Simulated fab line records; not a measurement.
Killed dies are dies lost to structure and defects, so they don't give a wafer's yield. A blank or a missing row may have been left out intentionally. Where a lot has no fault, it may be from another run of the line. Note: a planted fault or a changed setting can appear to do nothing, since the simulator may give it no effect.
Matching of chambers || flow n5Finfet || N5_MOL_CONTACT_COAG_ETCH_106 on rieDiel-01: 4 sister chambers
The step etches SOC in N2/H2, target depth 80 nm, overetch 16 nm, time 120 s. 14 wafers are shown with their chamber, then 7 later ones without.

WAFERS PAIRED WITH THEIR CHAMBERS
{"wafer": "L074.3", "chamber": 1, "drypumpMotorCurrentA (A)": 6.3, "throttleValvePct (%)": 17.82, "oesProductAu (a.u.)": 0.63}
{"wafer": "L074.4", "chamber": 3, "drypumpMotorCurrentA (A)": 6.1, "throttleValvePct (%)": 17.36, "oesProductAu (a.u.)": 0.78}
{"wafer": "L074.5", "chamber": 1, "drypumpMotorCurrentA (A)": 6.3, "throttleValvePct (%)": 17.83, "oesProductAu (a.u.)": 0.63}
{"wafer": "L080.1", "chamber": 1, "drypumpMotorCurrentA (A)": 6.3, "throttleValvePct (%)": 17.86, "oesProductAu (a.u.)": 0.63}
{"wafer": "L080.4", "chamber": 2, "drypumpMotorCurrentA (A)": 5.7, "throttleValvePct (%)": 17.66, "oesProductAu (a.u.)": 0.83}
{"wafer": "L080.5", "chamber": 1, "drypumpMotorCurrentA (A)": 6.3, "throttleValvePct (%)": 17.85, "oesProductAu (a.u.)": 0.62}
{"wafer": "L083.3", "chamber": 0, "drypumpMotorCurrentA (A)": 4.8, "throttleValvePct (%)": 18.16, "oesProductAu (a.u.)": 0.62}
{"wafer": "L083.5", "chamber": 3, "drypumpMotorCurrentA (A)": 6.1, "throttleValvePct (%)": 17.39, "oesProductAu (a.u.)": 0.76}
{"wafer": "L083.6", "chamber": 0, "drypumpMotorCurrentA (A)": 4.8, "throttleValvePct (%)": 18.18, "oesProductAu (a.u.)": 0.62}
{"wafer": "L085.2", "chamber": 1, "drypumpMotorCurrentA (A)": 6.3, "throttleValvePct (%)": 17.87, "oesProductAu (a.u.)": 0.62}
{"wafer": "L085.3", "chamber": 0, "drypumpMotorCurrentA (A)": 4.8, "throttleValvePct (%)": 18.19, "oesProductAu (a.u.)": 0.62}
{"wafer": "L085.5", "chamber": 2, "drypumpMotorCurrentA (A)": 5.8, "throttleValvePct (%)": 17.68, "oesProductAu (a.u.)": 0.82}
{"wafer": "L090.1", "chamber": 0, "drypumpMotorCurrentA (A)": 4.9, "throttleValvePct (%)": 18.21, "oesProductAu (a.u.)": 0.61}
{"wafer": "L090.2", "chamber": 2, "drypumpMotorCurrentA (A)": 5.8, "throttleValvePct (%)": 17.68, "oesProductAu (a.u.)": 0.79}

SIGNATURES, as means of the wafers listed above
{"reading": "drypumpMotorCurrentA", "chamber 0": 4.825, "chamber 1": 6.300, "chamber 2": 5.767, "chamber 3": 6.100, "scatter within a chamber": 0.0376}
{"reading": "throttleValvePct", "chamber 0": 18.1850, "chamber 1": 17.8460, "chamber 2": 17.6733, "chamber 3": 17.3750, "scatter within a chamber": 0.0193}
{"reading": "oesProductAu", "chamber 0": 0.6175, "chamber 1": 0.6260, "chamber 2": 0.8133, "chamber 3": 0.7700, "scatter within a chamber": 0.0112}
Rule: for a wafer and a chamber, the distance is found by dividing, reading by reading, the gap between the wafer's reading and the chamber's mean by the reading's scatter, squaring, summing and taking the root. The wafer belongs to the nearest chamber; if the next one is less than 2 further off, it can't be placed. The scatter is the square root of a quotient: the sum, over the shown wafers, of each reading's squared deviation from its chamber's mean, divided by wafers minus chambers.

WAFERS WITH NO CHAMBER GIVEN
{"wafer": "L090.6", "drypumpMotorCurrentA (A)": 6.1, "throttleValvePct (%)": 17.42, "oesProductAu (a.u.)": 0.73}
{"wafer": "L094.1", "drypumpMotorCurrentA (A)": 6.1, "throttleValvePct (%)": 17.45, "oesProductAu (a.u.)": 0.73}
{"wafer": "L094.2", "drypumpMotorCurrentA (A)": 4.8, "throttleValvePct (%)": 18.21, "oesProductAu (a.u.)": 0.61}
{"wafer": "L094.4", "drypumpMotorCurrentA (A)": 5.8, "throttleValvePct (%)": 17.69, "oesProductAu (a.u.)": 0.79}
{"wafer": "L097.2", "drypumpMotorCurrentA (A)": 6.1, "throttleValvePct (%)": 17.46, "oesProductAu (a.u.)": 0.73}
{"wafer": "L097.3", "drypumpMotorCurrentA (A)": 4.9, "throttleValvePct (%)": 18.23, "oesProductAu (a.u.)": 0.60}
{"wafer": "L097.6", "drypumpMotorCurrentA (A)": 5.8, "throttleValvePct (%)": 17.72, "oesProductAu (a.u.)": 0.78}

CHAMBER TAKEN BY EACH
{"wafer": "L090.6", "from the rows above": 3, "in truth": 3}
{"wafer": "L094.1", "from the rows above": 3, "in truth": 3}
{"wafer": "L094.2", "from the rows above": 0, "in truth": 0}
{"wafer": "L094.4", "from the rows above": 2, "in truth": 2}
{"wafer": "L097.2", "from the rows above": 3, "in truth": 3}
{"wafer": "L097.3", "from the rows above": 0, "in truth": 0}
{"wafer": "L097.6", "from the rows above": 2, "in truth": 2}
Placed correctly: 7 of 7. Number that these rows cannot place: 0. Wrongly placed: 0.
